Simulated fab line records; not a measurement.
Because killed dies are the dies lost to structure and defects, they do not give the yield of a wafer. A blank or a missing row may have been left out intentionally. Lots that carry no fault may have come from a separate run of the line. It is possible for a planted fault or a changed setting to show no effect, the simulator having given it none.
What tool caused it? | flow n5 finfet | at 1 step of a route of 1938, 6 lots with 14 wafers sampled

== WHAT EACH GAUGE READ, for each wafer ==
N5_BEOL_M13_THK_MEAS_01.
lot  | measured     | on            | M13_ILD_THK (nm)
L208 | day 11 12:59 | film metro-02 | 827 818
L209 | day 12 04:36 | film metro-01 | 817 830 836
L218 | day 13 23:40 | film metro-02 | 856 846
L221 | day 15 07:10 | film metro-01 | 825 858 846
L227 | day 16 11:37 | film metro-02 | 838 825
L228 | day 16 19:44 | film metro-02 | 835 835

== WHICH TOOL RAN EACH LOT (tool, then ch and the chambers of the sampled wafers, then the start) ==
The record shows no process step preceding these readings.

== THE ANSWER, worked out from the rows above alone ==
Rule: the lots themselves supply what counts as usual. Put in order of their means at a reading, lots are off if they are a third of the lots or fewer, leave a main group of 4 or more, and stand apart from it by a gap of 3 or more times the standard deviation of the main group's means; of several such gaps the widest counts. If all means in a main group match to the digits the tables above print for the reading, that group is not used. A lot without any number at a reading at which 4 lots or more have one is off too. All remaining lots with rows at the step are treated as sound.
No lot is off on any of the readings shown, so nothing can be concluded from this.

== WHAT THE SIMULATOR HAD INSERTED ==
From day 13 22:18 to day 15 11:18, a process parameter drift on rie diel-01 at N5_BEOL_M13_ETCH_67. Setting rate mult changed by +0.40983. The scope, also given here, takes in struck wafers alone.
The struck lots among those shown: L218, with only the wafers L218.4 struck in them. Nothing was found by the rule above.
